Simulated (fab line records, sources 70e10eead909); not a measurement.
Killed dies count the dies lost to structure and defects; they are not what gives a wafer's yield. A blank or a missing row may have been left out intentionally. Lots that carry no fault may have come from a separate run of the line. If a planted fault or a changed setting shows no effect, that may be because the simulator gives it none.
8D (eight disciplines) problem report, filled in by code + flow nand harc + the parts of the form that need people (team, actions taken, sign-off) are left out

== 1. WHAT IS WRONG ==
At NHARC_THIN_TSV_ETCH_36, oes product au averages 0.850 a.u. over 6 wafers from 2 lots, while fault-free wafers read 0.998 a.u., standard deviation 0.0089. Measured from the usual mean, that is -17 standard deviations.
The step: etches the open film in Cl2/BCl3, target depth 65 nm, time 18.571 s.
First observed at day 27 02:45: wafer L932.1, on rie metal-01. Wafers with a number at this step in the record: 18, from 6 lots. By rule, "out" or "out of limits" means more than 4 standard deviations away from the usual mean. Any other wafer with a number is counted as sound.

== 2. WHAT IT IS AND WHAT IT IS NOT ==
| question                    | is                     | is not                                                                         |
|-----------------------------|------------------------|--------------------------------------------------------------------------------|
| which readings at this step | oes product au         | drypump motor current A                                                        |
| which lots                  | L932, L933             | L926, L941, L945, L946                                                         |
| which wafers of those lots  | all that have a number | -                                                                              |
| read on which tools         | rie metal-01           | rie metal-02, rie metal-03                                                     |
| when                        | from day 27 02:45      | up to then (3 sound wafers); but 9 sound wafers of L941, L945, L946 came after |

== 3. SUSPECTS, AND WHAT RULES EACH OUT ==
Counting: a tool at any process step up to the reading remains a suspect when it ran all the lots that are out and ran no sound lot after the first of those.
- rie diel-05 at NHARC_THIN_TSV_DESCUM_35 (chemistry O2, time 3 s): kept. It ran every lot that is out, first L932 (day 27 02:08), and no sound lot after that.
- rie metal-01 at NHARC_THIN_TSV_ETCH_59 (etches the open film in Cl2/BCl3, target depth 880 nm, time 138.1 s): ruled out as a lasting fault. After its first lot that is out, L932 (day 27 02:16), sound lots L946 ran on it.
- rie metal-01 at NHARC_THIN_TSV_ETCH_36 (etches the open film in Cl2/BCl3, target depth 65 nm, time 18.571 s): ruled out as a lasting fault. After its first lot that is out, L932 (day 27 02:45), sound lots L946 ran on it.
Left after counting: rie diel-05 at NHARC_THIN_TSV_DESCUM_35.

== 4. THE CAUSE (what the simulator had put in) ==
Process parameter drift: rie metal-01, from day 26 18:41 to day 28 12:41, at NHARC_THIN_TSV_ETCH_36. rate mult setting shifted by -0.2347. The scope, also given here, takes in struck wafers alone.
Counting ruled it out, wrongly.

== 5. SEQUENCE OF EFFECTS, ordered by route ==
One row per reading whose mean, taken over the struck wafers that have a number, lies over 3 standard deviations from the usual. Scope: only readings with a usual standard deviation given in the record; hours: median across lots of the time from each lot's start at the first step in this table that gives one to its start at this step; sigmas: change in usual standard deviations.
| hours | step                   | reading        | usual      | on struck wafers | change | sigmas |
|-------|------------------------|----------------|------------|------------------|--------|--------|
| 0     | NHARC_THIN_TSV_ETCH_36 | oes product au | 0.998 a.u. | 0.850            | -0.148 | -17    |
Its process steps:
- NHARC_THIN_TSV_ETCH_36: etches the open film in Cl2/BCl3, target depth 65 nm, time 18.571 s.
At these later measuring or inspecting steps, every struck wafer for which the step has a row has a number for every such reading, and none has moved that far: NHARC_END_SORT_01.

== 6. HOW IT WOULD HAVE BEEN CAUGHT EARLIER ==
First out-of-limits reading in this record: day 27 02:45, which is 8 hours after fault onset at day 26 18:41.
